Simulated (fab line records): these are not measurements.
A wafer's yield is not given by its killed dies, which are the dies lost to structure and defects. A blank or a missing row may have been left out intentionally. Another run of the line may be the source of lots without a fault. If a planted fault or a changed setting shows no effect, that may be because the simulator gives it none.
A struck lot beside a sound one -- flow n5-finfet -- 14 steps out of a route of 1938
Sound: these wafers, L889.2, L889.5, L889.6. Struck: wafer L897.2. (L897.3, L897.4 of the same lot were not struck and are left out.) The cause comes at the end.
Per side, at each step with rows, come the tool, then ch with its chambers, and then its first start. Under that, the readings that differ: sound wafers -- struck wafers -- difference of the means -- sigmas: that difference in standard deviations of wafers without a fault.
alike: readings whose means differ by less than 2 such deviations, and words and numbers that are the same on both sides. not compared: withheld readings, readings that some wafer has no value for, bounds like >300 that may hide the same value, and numbers for which the record gives no deviation and whose values overlap.
A row with sigmas, a row that says differs or no value, or rows on one side alone: a step with any of these is where the two part. Non-overlapping numbers with no deviation appear without sigmas and do not part them. A reading missing from all wafers of one side parts the sides only when that side holds two or more wafers.

N5_BEOL_M4_ANNEAL_87: time 240 s.
  sound on pvd-sputter-02 at day 10 15:18; struck on pvd-sputter-01 at day 12 15:05
reading,sound,struck,difference,sigmas
heater-power-w (W),869 818 760,1014,+198,+2
N5_BEOL_M4_SPUTTER_88: material Cu, target thk 4.5 nm, time 8.29 s.
  sound on pvd-sputter-02 at day 10 15:26; struck on pvd-sputter-01 at day 12 15:14
  alike: throttle-valve-pct
then, 1 step without rows for these wafers: N5_BEOL_M4_ANNEAL_89 (time 240 s).
N5_BEOL_M4_SPUTTER_90: material Cu, target thk 4.5 nm, time 8.29 s.
  sound on pvd-sputter-02 at day 10 15:40; struck on pvd-sputter-01 at day 12 15:27
  alike: throttle-valve-pct
then, 3 steps without rows for these wafers: N5_BEOL_M4_ANNEAL_91 (time 240 s); N5_BEOL_M4_SPUTTER_92 (material Cu, target thk 4.5 nm, time 8.29 s); N5_BEOL_M4_ANNEAL_93 (time 240 s).
N5_BEOL_M4_SPUTTER_94: material Cu, target thk 4.5 nm, time 8.29 s.
  sound on pvd-sputter-02 at day 10 16:06; struck on pvd-sputter-01 at day 12 15:53
  alike: throttle-valve-pct
then, 3 steps without rows for these wafers: N5_BEOL_M4_ANNEAL_95 (time 240 s); N5_BEOL_M4_SPUTTER_96 (material Cu, target thk 4.5 nm, time 8.29 s); N5_BEOL_M4_ECD_50 (material Cu, target thk 300 nm).
N5_BEOL_M4_ANNEAL_51: time 90 s.
  sound on rtp-anneal-02 ch 0, day 10 17:27; struck on rtp-anneal-02 ch 0, day 12 16:34
  alike: wafer_temp_C_max
N5_BEOL_M4_CMP_52: polishes, stops on SiOC, t overpolish 6.8 s, target thk 40 nm.
  sound on cmp-04 ch 0,1,3, day 10 17:49; struck on cmp-04 ch 2, day 12 17:02
reading,sound,struck,difference,sigmas
barrier-field-endpoint-s (s),24.8 24.1 25.2,14.1,-10.6,-17
time-to-endpoint-s (s),66.3 61.2 63.5,34.8,-28.9,-10
model.Cu_of_BEOL_M4_ECD_50.thk-nm (nm),40 40.6 41.2,39.8,-0.8,
model.SiOC_of_BEOL_M4_ILD_DEP_00.thk-nm (nm),75.6 76.8 76.6,72.8,-3.5,
  alike: clearing-platen-down-force-psi, edge-zone-pressure-frac, motor-current-A, overpolish-run-s
N5_PASSIVATION_PROBE_49:
  the record holds rows for the sound wafers here (prober-02, day 15 11:21) but none for the struck ones

## WHERE THEY PART
Earliest at N5_BEOL_M4_ANNEAL_87; latest, in this record, at N5_PASSIVATION_PROBE_49.

WHY: what the simulator had put in
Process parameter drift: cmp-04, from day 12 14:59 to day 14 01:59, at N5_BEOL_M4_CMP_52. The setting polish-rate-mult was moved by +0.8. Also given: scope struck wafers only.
